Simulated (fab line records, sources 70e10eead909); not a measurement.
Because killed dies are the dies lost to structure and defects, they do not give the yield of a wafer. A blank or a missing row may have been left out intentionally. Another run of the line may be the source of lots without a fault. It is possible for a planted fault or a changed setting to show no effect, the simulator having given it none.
Which tool is to blame? | flow nandHarc | 14 lots, 42 wafers sampled, at 6 steps of a route of 1302

== WHAT THE GAUGES SHOWED, per wafer ==
NHARC_A_M0_INSPECT_27. Usual: 526 for rawDefectCount, sd 130.
lot  | measured     | on               | rawDefectCount | flag
L467 | day 23 07:28 | defectInspect-02 | 502 639 581    | 
L465 | day 23 09:04 | defectInspect-01 | 789 629 819    | 
L468 | day 24 01:07 | defectInspect-01 | 333 548 502    | 
L470 | day 24 21:55 | defectInspect-02 | 428 428 607    | 
L473 | day 25 22:19 | defectInspect-02 | 496 418 628    | 
L474 | day 26 08:14 | defectInspect-02 | 758 450 547    | 
L475 | day 27 09:57 | defectInspect-02 | 463 476 508    | 
L477 | day 28 00:22 | defectInspect-02 | 420 430 336    | 
L478 | day 28 04:34 | defectInspect-02 | 511 496 448    | 
L482 | day 30 03:23 | defectInspect-01 | 537 489 498    | 
L485 | day 31 05:36 | defectInspect-01 | 562 729 945    | 
L487 | day 31 22:46 | defectInspect-01 | 494 540 691    | 
L486 | day 31 23:40 | defectInspect-02 | 512 415 434    | 
L488 | day 32 17:22 | defectInspect-01 | 529 483 657    | 

NHARC_A_M1_CD_MEAS_09: target cd 120 nm. Usual: 119.9 nm for cdNm, sd 0.69.
lot  | measured     | on       | cdNm (nm)         | flag
L467 | day 23 08:52 | cdSem-03 | 120.4 120.6 119.5 | 
L465 | day 23 10:19 | cdSem-02 | 119.2 119.7 118.8 | 
L468 | day 24 02:30 | cdSem-03 | 121.6 120.0 120.9 | 
L470 | day 24 23:19 | cdSem-03 | 119.8 119.4 120.0 | 
L473 | day 25 23:44 | cdSem-03 | 119.5 119.2 119.4 | 
L474 | day 26 09:37 | cdSem-01 | 120.9 121.1 119.3 | 
L475 | day 27 11:20 | cdSem-02 | 119.7 118.9 119.1 | 
L477 | day 28 01:46 | cdSem-02 | 119.2 118.0 120.4 | 
L478 | day 28 05:59 | cdSem-01 | 121.0 120.8 119.6 | 
L482 | day 30 04:46 | cdSem-02 | 118.8 120.1 119.7 | 
L485 | day 31 06:59 | cdSem-02 | 120.3 119.2 119.1 | 
L487 | day 32 00:10 | cdSem-03 | 119.6 119.3 119.8 | 
L486 | day 32 01:04 | cdSem-02 | 119.6 120.2 119.0 | 
L488 | day 32 18:37 | cdSem-03 | 119.8 119.8 119.5 | 

NHARC_END_SORT_01. Usual: value, then standard deviation, for each; defectLimitedYield 90 % / 3.1; killedAtArray 59 / 20; killedAtOther 0.8 / 1.1; killedAtPeriphery 5 / 3.1; killedDies 64 / 21; killedOpen 3.4 / 1.9; killedShort 2.3 / 1.7.
lot  | measured     | on        | defectLimitedYield (%) | killedAtArray | killedAtOther | killedAtPeriphery | killedDies | killedOpen | killedShort | flag
L468 | day 25 11:32 | prober-02 | 90 89 90               | 63 71 60      | 0 1 2         | 2 4 4             | 65 76 66   | 1 1 4      | 2 3 1       | 
L474 | day 27 22:22 | prober-02 | 92 90 91               | 53 62 54      | 0 0 0         | 3 3 4             | 56 65 58   | 2 2 3      | 2 1 2       | 
L478 | day 29 21:33 | prober-01 | 87                     | 81            | 0             | 9                 | 90         | 3          | 3           | 
L485 | day 32 18:16 | prober-01 | 92 90 92               | 48 64 48      | 4 1 4         | 4 5 2             | 56 70 54   | 5 6 2      | 4 3 3       | 

== TOOL THAT RAN EACH LOT (tool first, then ch and the chambers of the sampled wafers, then the start) ==
lot  | NHARC_A_M0_ECD_22             | NHARC_A_M0_CMP_23             | NHARC_A_M0_DEP_32
L467 | ecdCu-02 ch 0,1, day 23 06:25 | cmp-04 ch 0,1, day 23 06:59   | pecvd-03 ch 0,1,2, day 23 07:44
L465 | ecdCu-02 ch 0,1, day 23 07:55 | cmp-01 ch 0,2,3, day 23 08:39 | pecvd-03 ch 0,2, day 23 09:13
L468 | ecdCu-01 ch 0,1, day 23 23:58 | cmp-01 ch 0,1,2, day 24 00:41 | pecvd-04 ch 0,2, day 24 01:15
L470 | ecdCu-01 ch 0,1, day 24 20:47 | cmp-01 ch 0,1, day 24 21:28   | pecvd-04 ch 0,1,2, day 24 22:04
L473 | ecdCu-01 ch 0,1, day 25 21:07 | cmp-04 ch 0,3, day 25 21:53   | pecvd-01 ch 0,2, day 25 22:28
L474 | ecdCu-02 ch 0, day 26 07:02   | cmp-01 ch 1,2,3, day 26 07:46 | pecvd-03 ch 0,1,2, day 26 08:25
L475 | ecdCu-02 ch 0,1, day 27 08:46 | cmp-01 ch 1,2, day 27 09:29   | pecvd-01 ch 1,2, day 27 10:11
L477 | ecdCu-01 ch 0,1, day 27 23:10 | cmp-03 ch 0,3, day 27 23:54   | pecvd-04 ch 0,1,2, day 28 00:31
L478 | ecdCu-01 ch 0,1, day 28 03:23 | cmp-01 ch 0,2,3, day 28 04:11 | pecvd-01 ch 1,2, day 28 04:46
L482 | ecdCu-02 ch 0, day 30 02:14   | cmp-04 ch 0,3, day 30 02:55   | pecvd-01 ch 0,1,2, day 30 03:37
L485 | ecdCu-01 ch 0,1, day 31 04:25 | cmp-01 ch 2,3, day 31 05:08   | pecvd-03 ch 0,1,2, day 31 05:44
L487 | ecdCu-02 ch 0,1, day 31 21:37 | cmp-04 ch 1,2,3, day 31 22:17 | pecvd-01 ch 0,1, day 31 22:55
L486 | ecdCu-01 ch 0,1, day 31 22:34 | cmp-01 ch 1,2,3, day 31 23:11 | pecvd-04 ch 1,2, day 31 23:54
L488 | ecdCu-01 ch 0,1, day 32 16:13 | cmp-04 ch 1,3, day 32 16:55   | pecvd-03 ch 0,1,2, day 32 17:31
- NHARC_A_M0_ECD_22: material Cu, target thk 400 nm.
- NHARC_A_M0_CMP_23: polishes, t overpolish 20 s, target thk 113.75 nm.
- NHARC_A_M0_DEP_32: deposits SiCN, target thk 30 nm.

== WHAT THE TOOLS THEMSELVES READ (means of the sampled wafers that have a number; where no wafer has one, the mark that the record gives instead) ==
NHARC_A_M0_CMP_23. Usual: motorCurrentA 11.8 A, standard deviation 1; timeToEndpointS 29 s, standard deviation 3.3.
lot  | tool   | motorCurrentA (A) | timeToEndpointS (s) | flag
L467 | cmp-04 | 12.8              | 33                  | 
L465 | cmp-01 | 11.4              | 27                  | 
L468 | cmp-01 | 11.4              | 27                  | 
L470 | cmp-01 | 11.8              | 28                  | 
L473 | cmp-04 | 13.5              | 29                  | 
L474 | cmp-01 | 10.8              | 29                  | 
L475 | cmp-01 | 10.8              | 30                  | 
L477 | cmp-03 | 11.8              | 27                  | 
L478 | cmp-01 | 11.8              | 21                  | 
L482 | cmp-04 | 13.4              | 29                  | 
L485 | cmp-01 | 11.5              | 31                  | 
L487 | cmp-04 | 12.2              | 28                  | 
L486 | cmp-01 | 10.7              | 34                  | 
L488 | cmp-04 | 12.6              | 30                  | 

NHARC_A_M0_DEP_32. Usual: 593 W for heaterPowerW, sd 74.
lot  | tool     | heaterPowerW (W) | flag
L467 | pecvd-03 | 610              | 
L465 | pecvd-03 | 567              | 
L468 | pecvd-04 | 559              | 
L470 | pecvd-04 | 526              | 
L473 | pecvd-01 | 686              | 
L474 | pecvd-03 | 593              | 
L475 | pecvd-01 | 700              | 
L477 | pecvd-04 | 568              | 
L478 | pecvd-01 | 664              | 
L482 | pecvd-01 | 612              | 
L485 | pecvd-03 | 633              | 
L487 | pecvd-01 | 539              | 
L486 | pecvd-04 | 624              | 
L488 | pecvd-03 | 592              | 

== THE ANSWER, worked out from the rows above alone ==
Rule: a lot counts as off when the mean over its wafers that have a number is more than 3 standard deviations away from the usual mean. Also off: a lot with no number at a reading for which 4 or more lots have one. Where the step has rows for the other lots, those lots are counted as sound. Order of review: gauges by route order, followed by the tools' own readings, for which a lot's mean as printed above is used. The first step at which some lot is off is used, and at that step the reading that is off furthest; a lot without a number counts as furthest.
Across all readings shown, no lot is off: no conclusion can be drawn from this.

== WHAT THE SIMULATOR HAD PUT IN ==
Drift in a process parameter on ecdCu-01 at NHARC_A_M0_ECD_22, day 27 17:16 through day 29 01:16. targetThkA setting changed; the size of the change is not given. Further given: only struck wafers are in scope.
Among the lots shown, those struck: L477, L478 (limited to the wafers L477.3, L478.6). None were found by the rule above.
